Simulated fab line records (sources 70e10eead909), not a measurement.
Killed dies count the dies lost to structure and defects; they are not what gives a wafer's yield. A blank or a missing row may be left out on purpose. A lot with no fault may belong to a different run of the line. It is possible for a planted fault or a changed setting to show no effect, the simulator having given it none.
The tool behind it: which one? || flow nand-harc || 6 lots, 18 wafers sampled, at 4 steps of a route of 1302

## WHAT EACH GAUGE READ, for each wafer
NHARC_A_CHANNEL_HOLE_D2_INSPECT_40.
{"lot": "L916", "measured": "day 14 11:22", "on": "defect-inspect-02", "raw-defect-count": "375 456 261"}
{"lot": "L921", "measured": "day 15 12:43", "on": "defect-inspect-02", "raw-defect-count": "171 163 162"}
{"lot": "L924", "measured": "day 17 19:11", "on": "defect-inspect-01", "raw-defect-count": "228 297 271"}
{"lot": "L928", "measured": "day 18 22:29", "on": "defect-inspect-01", "raw-defect-count": "803 722 822"}
{"lot": "L929", "measured": "day 19 14:53", "on": "defect-inspect-01", "raw-defect-count": "816 955 759"}
{"lot": "L938", "measured": "day 22 20:29", "on": "defect-inspect-01", "raw-defect-count": "307 402 338"}

## WHAT TOOL EACH LOT RAN ON (gives the tool, then ch and the chambers of the sampled wafers, and finally the start)
{"lot": "L916", "NHARC_A_CHANNEL_HOLE_D2_DEP_00": "acl-dep-01 ch 0, day 13 21:55", "NHARC_A_CHANNEL_HOLE_D2_ETCH_34": "rie-diel-11 ch 2,3, day 14 07:44 or earlier", "NHARC_A_CHANNEL_HOLE_D2_ETCH_25": "har-etch-02 ch 0, day 14 07:44"}
{"lot": "L921", "NHARC_A_CHANNEL_HOLE_D2_DEP_00": "acl-dep-01 ch 0, day 14 23:20", "NHARC_A_CHANNEL_HOLE_D2_ETCH_34": "rie-diel-02 ch 0,1,2, day 15 09:52 or earlier", "NHARC_A_CHANNEL_HOLE_D2_ETCH_25": "har-etch-01 ch 0,1, day 15 09:52"}
{"lot": "L924", "NHARC_A_CHANNEL_HOLE_D2_DEP_00": "acl-dep-02 ch 0, day 17 09:42", "NHARC_A_CHANNEL_HOLE_D2_ETCH_34": "rie-diel-04 ch 0,1, day 17 16:40 or earlier", "NHARC_A_CHANNEL_HOLE_D2_ETCH_25": "har-etch-01 ch 0,1, day 17 16:40"}
{"lot": "L928", "NHARC_A_CHANNEL_HOLE_D2_DEP_00": "acl-dep-01 ch 0, day 18 13:20", "NHARC_A_CHANNEL_HOLE_D2_ETCH_34": "rie-diel-04 ch 0,1, day 18 19:54 or earlier", "NHARC_A_CHANNEL_HOLE_D2_ETCH_25": "har-etch-02 ch 0,1, day 18 19:54"}
{"lot": "L929", "NHARC_A_CHANNEL_HOLE_D2_DEP_00": "acl-dep-03 ch 0, day 19 05:41", "NHARC_A_CHANNEL_HOLE_D2_ETCH_34": "rie-diel-04 ch 0,1,3, day 19 12:22 or earlier", "NHARC_A_CHANNEL_HOLE_D2_ETCH_25": "har-etch-02 ch 0,1, day 19 12:22"}
{"lot": "L938", "NHARC_A_CHANNEL_HOLE_D2_DEP_00": "acl-dep-03 ch 0, day 22 11:05", "NHARC_A_CHANNEL_HOLE_D2_ETCH_34": "rie-diel-04 ch 1,2,3, day 22 17:40 or earlier", "NHARC_A_CHANNEL_HOLE_D2_ETCH_25": "har-etch-01 ch 0,1, day 22 17:40"}
- NHARC_A_CHANNEL_HOLE_D2_DEP_00: deposits aC, target thk 3100 nm.
- NHARC_A_CHANNEL_HOLE_D2_ETCH_34: etches the open film in CF4/CHF3, target depth 154 nm, time 77 s.
- NHARC_A_CHANNEL_HOLE_D2_ETCH_25: etches the open film in C4F8/O2/Ar, time 1040.2 s, target depth 1500 nm.

## THE ANSWER, worked out from the rows above alone
Rule: the lots themselves supply what counts as usual. The widest of any qualifying gaps counts: lots, ordered by their means at a reading, are off when they make up no more than a third of the lots, leave a main group of 4 or more, and stand apart from it by 3 or more times the standard deviation of that group's means. If all means in a main group match to the digits the tables above print for the reading, that group is not used. Also off: a lot with no number at a reading for which 4 or more lots have one. The other lots that the step has rows for count as sound.
Off: L928, L929, at NHARC_A_CHANNEL_HOLE_D2_INSPECT_40 (raw-defect-count). For the main group the mean is 286 and the standard deviation 79.
A tool fits if, at a process step before that reading, it ran every lot that is off, and no sound lot after the first of them. Those tools and the gauges at NHARC_A_CHANNEL_HOLE_D2_INSPECT_40 are tried in the same way. NHARC_A_CHANNEL_HOLE_D2_ETCH_34: start missing for some lots; hours and lot order therefore follow NHARC_A_CHANNEL_HOLE_D2_ETCH_25. One fits: har-etch-02 at NHARC_A_CHANNEL_HOLE_D2_ETCH_25. Its last sound lot is L916 (day 14 07:44), its first lot that is off L928 (day 18 19:54): a fault that began between those two fits.

## WHAT WAS PUT IN BY THE SIMULATOR
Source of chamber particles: har-etch-02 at NHARC_A_CHANNEL_HOLE_D2_ETCH_25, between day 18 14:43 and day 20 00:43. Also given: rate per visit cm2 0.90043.
Lots struck among those shown: L928, L929. The rule above found the same.
